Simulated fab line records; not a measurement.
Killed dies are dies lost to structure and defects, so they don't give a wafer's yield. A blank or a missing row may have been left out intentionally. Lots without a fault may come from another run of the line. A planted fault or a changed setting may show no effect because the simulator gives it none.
fab line records	flow nand_harc
[record] lots = 12	wafers = 36	last_day = 34
route steps=1302 shown A_SLIT@940 A_WL_FILL@958 A_CONTACT@985 END@1302
lots that met no fault: from a run of the same line without faults
start_h: start of the lot's first displayed wafer, in hours after the record's first day	wait_h: hours elapsed since this lot's preceding step	" the same as in the row above	L1.1+2: several wafers, shown together as one row	- value missing, or start not given	* or withheld: withheld	< > ~ a bound
route shown NAME@n: NAME is a module with steps in the file, n the number in the route of the first one	usual: average and standard deviation across the fault-free wafers	same: alike in all rows	chamber/n: place in a boat	sites: readings site by site	_std_site: standard deviation of those values	_edge_site: the outer-site mean with the inner-site mean subtracted	radius_mm: for every site, how far away it sits from the centre of the wafer	mask NAME#n: copy n	behind: tool/chamber where the wafer was last shaped	hold: why the lot went on hold/how many hours it stayed there/how the hold came to an end	device: which transistor (n, p or np) failed to switch	end of line: the same wafers' tests at the end of the route	a step with no rows: only its recipe	killed: dies that structure and defects cost at the first sort, which is not the same as the wafer's yield	map: a wafer's dies, x killed, . not, _ none there
set.NAME: the setting as run; set.NAME@STEP: as run at that earlier step	model.NAME: the simulator's own value behind a step, which no gauge read
route steps across a sampled set of lots; one table per step, one row per wafer
services: from which hour (start_h, from the record's first day; less than 0 if before it) a tool's chamber was out of use, for how many hours, and why
[[steps]]
[step NHARC_A_SLIT_ETCH_26]
[recipe] bias_v = 400	source_w = 2000	pressure_mtorr = 25	time_s = 90	ar_flow_sccm = 375	c4f8_flow_sccm = 41.7	o2_flow_sccm = 83.3	target_depth_a = 4000	chemistry = C4F8/O2/Ar
[usual] drypump_motor_current_A = 5.55/0.21	mfc_ar_sccm = 375.1/1.3	showerhead_plenum_p_Torr = 3.81/0.14	throttle_valve_pct = 27.620/0.0093
lot.wafer	tool	chamber	start_h	wait_h	drypump_motor_current_A	mfc_ar_sccm	rf_hours_counter_h	showerhead_plenum_p_Torr	throttle_valve_pct
L557.2	har_etch-01	1	470.98	2.4	5.91	375.5	245	3.63	27.604
L557.4	"	0	"	"	5.67	375.7	-	3.64	27.623
L557.6	"	1	"	"	5.90	375.3	-	3.64	27.617
L559.2	har_etch-01	0	474.77	3.0	5.65	376.3	248	3.64	27.615
L559.1	"	1	"	"	5.88	376.5	248	3.63	27.623
L559.4	"	0	"	"	5.67	375.3	-	3.64	27.615
L561.2	har_etch-01	1	500.98	3.0	5.87	375.3	268	3.62	27.621
L561.1	"	0	"	"	5.67	374.4	268	3.63	27.617
L561.6	"	1	"	"	5.90	375.0	-	3.62	27.607
L564.1	har_etch-01	1	565.17	3.0	5.90	373.5	302	3.60	27.620
L564.4	"	0	"	"	5.68	374.6	-	3.61	27.609
L564.5	"	0	"	"	5.68	373.6	-	3.61	27.605
L565.1	har_etch-01	1	573.29	3.0	5.92	375.4	310	3.60	27.613
L565.2	"	0	"	"	5.65	373.5	310	3.61	27.614
L565.5	"	1	"	"	5.89	375.1	-	3.60	27.604
L567.1	har_etch-02	0	576.82	3.0	5.60	374.6	121	3.91	27.626
L567.2	"	1	"	"	5.27	375.0	121	3.91	27.616
L567.5	"	1	"	"	5.28	374.2	-	3.91	27.610
L572.1	har_etch-02	1	625.20	2.5	5.32	373.9	144	3.90	27.620
L572.3	"	0	"	"	5.58	375.0	-	3.90	27.636
L572.6	"	0	"	"	5.57	377.0	-	3.90	27.614
L575.1	har_etch-02	0	653.15	3.0	5.59	375.6	159	3.89	27.615
L575.4	"	0	"	"	5.58	376.5	-	3.89	27.626
L575.3	"	1	"	"	5.28	374.3	-	3.89	27.629
L574.3	har_etch-01	0	653.59	1.9	5.65	377.1	-	3.59	27.615
L574.4	"	1	"	"	5.87	374.2	-	3.58	27.631
L574.6	"	1	"	"	5.89	374.5	-	3.58	27.637
L578.2	har_etch-02	1	674.07	2.4	5.30	373.0	174	3.88	27.619
L578.4	"	0	"	"	5.59	375.8	-	3.88	27.628
L578.6	"	1	"	"	5.29	375.1	-	3.88	27.630
L577.2	har_etch-02	0	686.91	3.0	5.59	375.4	178	3.88	27.618
L577.1	"	1	"	"	5.30	376.4	178	3.88	27.615
L577.3	"	0	"	"	5.58	375.7	-	3.88	27.616
L579.4	har_etch-02	0	706.29	1.3	5.58	374.9	-	3.87	27.636
L579.6	"	1	"	"	5.29	376.8	-	3.87	27.621
L579.5	"	0	"	"	5.57	375.8	-	3.87	27.611
[step NHARC_A_WL_FILL_ETCHBACK_05]
[recipe] target_depth_a = 220	time_s = 60	temp_c = 40	chemistry = Cl2/BCl3
[usual] drypump_motor_current_A = 5.9/0.41	oes_product_au = 0.997/0.0074	run_length_s = 81.3/0.41
lot.wafer	tool	chamber	start_h	wait_h	drypump_motor_current_A	oes_product_au	rf_hours_counter_h	run_length_s
L557.2	rie_metal-03	1	480.70	0.2	6.1	0.979	1.8	81.5
L557.4	"	1	"	"	6.0	0.985	-	81.4
L557.6	"	1	"	"	6.1	0.989	-	81.3
L559.2	rie_metal-01	0	484.85	0.2	6.5	0.995	1.2	81.5
L559.1	"	1	"	"	5.9	0.993	1.2	81.2
L559.4	"	0	"	"	6.5	0.997	-	81.9
L561.2	rie_metal-02	0	510.15	0.2	5.2	0.995	1.0	81.9
L561.1	"	1	"	"	6.1	0.989	1.0	81.5
L561.6	"	1	"	"	6.1	0.992	-	81.5
L564.1	rie_metal-01	0	574.72	0.2	6.5	0.987	2.6	81.6
L564.4	"	0	"	"	6.5	0.988	-	81.9
L564.5	"	1	"	"	5.9	1.004	-	81.1
L565.1	rie_metal-03	1	583.06	0.2	6.1	0.994	1.3	81.4
L565.2	"	0	"	"	6.2	1.000	1.3	80.6
L565.5	"	0	"	"	6.2	1.002	-	81.0
L567.2	rie_metal-02	0	587.75	0.2	5.2	0.989	2.2	81.4
L567.1	"	1	"	"	6.1	0.982	2.2	81.4
L567.5	"	0	"	"	5.2	0.999	-	81.6
L572.1	rie_metal-03	1	635.02	0.2	6.1	1.000	2.3	81.9
L572.3	"	0	"	"	6.2	1.013	-	80.6
L572.6	"	1	"	"	6.1	0.993	-	81.4
L574.3	rie_metal-03	1	662.78	0.2	6.0	0.991	-	81.6
L574.4	"	0	"	"	6.2	1.011	-	80.6
L574.6	"	0	"	"	6.2	1.006	-	80.5
L575.1	rie_metal-01	0	662.94	0.2	6.5	1.017	0.9	81.6
L575.3	"	1	"	"	5.9	1.001	-	81.1
L575.4	"	0	"	"	6.5	1.008	-	81.5
L578.2	rie_metal-02	0	683.89	0.3	5.2	0.991	-	81.3
L578.4	"	0	"	"	5.2	0.982	-	81.8
L578.6	"	0	"	"	5.2	0.984	-	81.5
L577.2	rie_metal-01	1	696.61	0.2	5.9	1.001	1.4	81.0
L577.1	"	0	"	"	6.5	1.012	1.4	81.4
L577.3	"	1	"	"	5.9	0.999	-	81.4
L579.4	rie_metal-02	0	715.22	0.2	5.2	1.003	-	81.5
L579.5	"	1	"	"	6.1	1.008	-	81.2
L579.6	"	0	"	"	5.2	1.000	-	81.6
[step NHARC_A_WL_FILL_ETCHBACK_26]
[recipe] target_depth_a = 520	time_s = 13.3	hbr_flow_sccm = 150	rf_w = 350	icp_w = 350	bias_w = 60	chemistry = HBr
[usual] drypump_motor_current_A = 5.73/0.27	oes_product_au = 1.000/0.0087	run_length_s = 34.6/0.41	throttle_valve_pct = 23.266/0.0095
lot.wafer	tool	chamber	start_h	wait_h	drypump_motor_current_A	oes_product_au	rf_hours_counter_h	run_length_s	throttle_valve_pct
L557.2	rie_si-06	3	498.56	0.4	5.46	0.983	0.36	34.0	23.274
L557.6	"	0	"	"	5.50	1.005	-	35.2	23.269
L557.4	"	2	"	"	5.60	0.986	-	34.6	23.270
L559.2	rie_si-05	3	498.59	0.4	5.67	1.007	0.03	34.3	23.264
L559.4	"	0	"	"	5.89	1.018	0.02	34.5	23.260
L559.1	"	2	"	"	5.52	1.017	0.03	34.4	23.273
L561.1	rie_si-05	0	525.18	0.4	5.88	1.007	0.30	34.2	23.254
L561.2	"	1	"	"	5.87	1.002	0.28	34.8	23.262
L561.6	"	0	"	"	5.92	1.008	-	34.1	23.268
L564.4	rie_si-03	0	592.05	0.4	5.68	0.980	0.02	34.5	23.255
L564.1	"	1	"	"	5.27	0.991	0.05	34.2	23.264
L564.5	"	0	"	"	5.69	1.007	-	34.8	23.249
L565.1	rie_si-05	1	598.56	0.4	5.90	1.003	0.71	34.8	23.279
L565.2	"	3	"	"	5.70	1.000	0.74	34.5	23.274
L565.5	"	1	"	"	5.90	1.007	-	32.1	23.278
L567.2	rie_si-05	1	605.30	0.4	5.89	1.004	0.77	35.1	23.286
L567.1	"	0	"	"	5.90	1.008	0.85	34.3	23.253
L567.5	"	2	"	"	5.52	1.001	-	31.4	23.270
L572.3	rie_si-03	2	650.18	0.4	6.07	1.001	0.35	35.6	23.269
L572.1	"	1	"	"	5.27	0.997	0.42	34.2	23.282
L572.6	"	2	"	"	6.08	1.009	-	35.6	23.269
L575.3	rie_si-06	1	678.55	0.4	5.83	1.009	0.43	35.1	23.268
L575.1	"	3	"	"	5.50	1.007	0.46	34.1	23.264
L575.4	"	0	"	"	5.48	1.000	0.42	34.7	23.271
L574.3	rie_si-05	2	678.56	0.4	5.52	1.002	0.03	34.3	23.267
L574.4	"	3	"	"	5.67	0.998	0.07	34.6	23.270
L574.6	"	1	"	"	5.92	1.014	-	34.9	23.278
L578.2	rie_si-05	3	700.61	0.4	5.67	1.000	0.22	34.6	23.270
L578.4	"	1	"	"	5.91	1.018	0.20	35.2	23.261
L578.6	"	3	"	"	5.66	1.003	-	34.7	23.268
L577.3	rie_si-03	0	712.44	0.4	5.70	0.996	0.78	34.4	23.262
L577.2	"	2	"	"	6.07	0.998	0.68	34.9	23.273
L577.1	"	3	"	"	6.17	0.990	0.73	34.9	23.261
L579.4	rie_si-05	2	730.54	0.4	5.55	0.994	0.35	34.8	23.258
L579.5	"	0	"	"	5.91	0.998	-	34.2	23.256
L579.6	"	1	"	"	5.91	0.995	-	34.7	23.267
[step NHARC_A_CONTACT_DEP_28]
[recipe] target_thk_a = 70000	temp_c = 400	material = aC
[usual] throttle_valve_pct = 35.000/0.0099
lot.wafer	tool	chamber	start_h	wait_h	throttle_valve_pct
L559.1	acl_dep-01	0	501.92	1.4	34.999
L559.2	"	0	"	"	34.986
L559.4	"	0	504.03	3.5	34.997
L557.2	acl_dep-03	0	502.01	1.6	35.003
L557.4	"	0	503.42	3.0	34.998
L557.6	"	0	504.84	4.4	34.992
L561.1	acl_dep-02	0	527.89	1.0	35.002
L561.2	"	0	"	"	34.982
L561.6	"	0	531.42	4.5	35.004
L564.1	acl_dep-03	0	594.01	0.1	35.009
L564.4	"	0	596.09	2.1	34.994
L564.5	"	0	"	"	34.990
L565.1	acl_dep-01	0	600.52	0.2	35.002
L565.2	"	0	"	"	34.998
L565.5	"	0	603.28	3.0	35.004
L567.1	acl_dep-01	0	609.72	2.6	35.010
L567.2	"	0	"	"	35.019
L567.5	"	0	612.54	5.5	35.010
L572.1	acl_dep-01	0	653.82	1.9	35.017
L572.3	"	0	655.27	3.4	34.982
L572.6	"	0	657.45	5.5	35.010
L575.1	acl_dep-01	0	681.82	1.5	34.991
L575.3	"	0	683.22	2.9	35.019
L575.4	"	0	"	"	34.989
L574.3	acl_dep-03	0	683.33	3.0	34.997
L574.4	"	0	"	"	35.003
L574.6	"	0	685.42	5.1	34.994
L578.2	acl_dep-02	0	703.13	0.8	35.014
L578.4	"	0	704.56	2.2	34.981
L578.6	"	0	705.99	3.6	34.996
L577.1	acl_dep-03	0	715.00	0.8	35.005
L577.2	"	0	"	"	34.998
L577.3	"	0	"	"	35.003
L579.4	acl_dep-02	0	734.45	2.2	34.989
L579.5	"	0	"	"	35.004
L579.6	"	0	"	"	35.003
[step NHARC_END_SORT_01]
[recipe] temp_c = 25
[usual] killed_at_array = 51/16	killed_at_other = 0.6/0.88	killed_at_periphery = 4.0/2.6	killed_dies = 55/16	killed_open = 3.5/1.9	killed_short = 2.3/1.6
[same] gross_dies = 677
lot.wafer	tool	chamber	start_h	wait_h	killed_at_array	killed_at_other	killed_at_periphery	killed_dies	killed_open	killed_short
L561.1	prober-02	0	610.18	2.5	63	0	8	71	3	2
L561.2	prober-02	0	610.99	2.8	53	0	8	61	0	5
L561.6	prober-02	0	614.20	4.0	57	0	5	62	2	2
L564.1	prober-02	0	696.59	2.5	77	0	5	82	6	2
L564.4	prober-02	0	699.00	3.4	78	1	4	83	4	3
L564.5	prober-02	0	699.80	3.7	72	0	4	76	5	2
L572.1	prober-01	0	727.77	2.5	53	3	1	57	1	1
L572.3	prober-01	0	729.35	3.1	75	2	1	78	0	6
L572.6	prober-01	0	731.73	4.0	70	3	4	77	3	2
// killed by level:class
L561.1 A_CHANNEL_HOLE_D2:chamber_film_flake=28 A_SLIT:chamber_film_flake=24 A_CHANNEL_HOLE_D1:chamber_film_flake=3 A_M0:geometric_particle:open=2 P_ZERO_WELL:chamber_film_flake=2 A_WL_FILL:chamber_film_flake=2 P_M1:chamber_film_flake=2 A_BONDPAD:chamber_film_flake=2
L561.2 A_CHANNEL_HOLE_D2:chamber_film_flake=22 A_SLIT:chamber_film_flake=20 P_M1:chamber_film_flake=7 A_CHANNEL_HOLE_D1:chamber_film_flake=2 A_BONDPAD:chamber_film_flake=2 P_M0:geometric_particle:short=1 A_ONON_D2:geometric_particle:short=1 A_CHANNEL_FILL_D2:geometric_particle:short=1
L561.6 A_SLIT:chamber_film_flake=20 A_CHANNEL_HOLE_D2:chamber_film_flake=19 A_CONTACT:chamber_film_flake=8 P_M1:chamber_film_flake=2 A_STAIRCASE:chamber_film_flake=2 A_BONDPAD:chamber_film_flake=2 A_CHANNEL_HOLE_D1:geometric_particle:open=1 A_DECK1_JOINT:geometric_particle:open=1
L564.1 A_CHANNEL_HOLE_D1:chamber_film_flake=30 A_SLIT:chamber_film_flake=28 A_CHANNEL_HOLE_D2:chamber_film_flake=6 A_STAIRCASE:chamber_film_flake=5 P_M0:geometric_particle:open=3 A_DECK1_JOINT:chamber_film_flake=2 P_GATE:geometric_particle:open=1 P_CONTACT:geometric_particle:open=1
L564.4 A_CHANNEL_HOLE_D1:chamber_film_flake=29 A_SLIT:chamber_film_flake=23 A_CHANNEL_HOLE_D2:chamber_film_flake=11 A_STAIRCASE:chamber_film_flake=7 P_STI:geometric_particle:short=1 P_GATE:geometric_particle:open=1 P_M0:geometric_particle:open=1 A_ONON_D2:geometric_particle:open=1
L564.5 A_CHANNEL_HOLE_D1:chamber_film_flake=28 A_SLIT:chamber_film_flake=18 A_CHANNEL_HOLE_D2:chamber_film_flake=7 A_STAIRCASE:chamber_film_flake=5 A_CONTACT:chamber_film_flake=3 P_M1:geometric_particle:open=2 A_WL_FILL:chamber_film_flake=2 P_ZERO_WELL:chamber_film_flake=2
L572.1 A_CHANNEL_HOLE_D1:chamber_film_flake=23 A_CHANNEL_HOLE_D2:chamber_film_flake=14 A_ZERO_WELL:chamber_film_flake=6 THIN_TSV:chamber_film_flake=3 A_CHANNEL_FILL_D2:chamber_film_flake=3 A_CONTACT:chamber_film_flake=3 P_M1:geometric_particle:short=1 A_DECK1_JOINT:geometric_particle:open=1
L572.3 A_CHANNEL_HOLE_D1:chamber_film_flake=32 A_CHANNEL_HOLE_D2:chamber_film_flake=16 A_SLIT:chamber_film_flake=7 A_CONTACT:chamber_film_flake=6 A_ONON_D1:geometric_particle:short=3 A_ZERO_WELL:chamber_film_flake=3 A_WL_FILL:chamber_film_flake=3 A_M0:geometric_particle:short=2
L572.6 A_CHANNEL_HOLE_D1:chamber_film_flake=33 A_CHANNEL_HOLE_D2:chamber_film_flake=15 A_CONTACT:chamber_film_flake=7 A_SLIT:chamber_film_flake=5 THIN_TSV:chamber_film_flake=3 A_CHANNEL_FILL_D2:chamber_film_flake=2 A_STAIRCASE:chamber_film_flake=2 A_SGD_CUT:chamber_film_flake=2
[[services]]
tool	chamber	start_h	hours	kind
rie_metal-02	-	454.18	9.0	pm
rie_si-05	-	482.00	9.0	pm
rie_si-03	3	483.44	12.3	repair
acl_dep-03	-	483.82	13.0	pm
rie_si-03	0	510.09	16.3	repair
rie_metal-03	-	519.10	9.0	pm
rie_si-05	1	549.60	1.0	repair
acl_dep-01	-	550.06	13.0	pm
rie_metal-03	0	569.97	1.3	repair
rie_metal-01	-	575.00	9.0	pm
har_etch-01	-	588.85	1.4	repair
rie_si-05	0	614.19	12.2	repair
rie_metal-03	-	615.15	0.5	repair
rie_metal-02	-	631.18	9.0	pm
rie_metal-02	1	643.63	57.3	repair
rie_si-05	-	659.00	9.0	pm
acl_dep-03	-	665.85	13.0	pm
rie_si-05	-	673.36	0.8	repair
rie_metal-01	-	678.67	5.2	repair
rie_metal-02	-	688.23	1.2	repair
rie_metal-03	-	696.10	9.0	pm
rie_metal-01	-	708.20	0.6	repair
rie_metal-03	-	720.49	0.9	repair
acl_dep-01	-	731.14	13.0	pm
[[key]]
[first_sign] step = NHARC_A_WL_FILL_ETCHBACK_26	reading = run_length_s	direction = down	sigmas = 7.1	usual = *	struck = *
effect none on later readings
met_at NHARC_A_WL_FILL_ETCHBACK_26
struck_lots L565,L567
struck_wafers L565.5,L567.5
tester_left_out L565,L567
not_acting_at NHARC_A_SLIT_ETCH_26,NHARC_A_WL_FILL_ETCHBACK_05,NHARC_A_CONTACT_DEP_28
onset_between 525.18 598.56
[fault] kind = process_parameter_drift	tool = rie_si-05	chamber = -	onset_h = 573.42	steps = NHARC_A_WL_FILL_ETCHBACK_26	channel = time_s	offset = *	shape = step	end_h = 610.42	scope = struck_wafers_only	acts_in = *	stated = *
// tester_left_out: of these lots the tester's yield and bins aren't shown, on N5 and GAA mostly nor the transistor test; their killed dies are dies lost to structure and defects alone, not to doping, threshold or leakage, so they don't give the yield
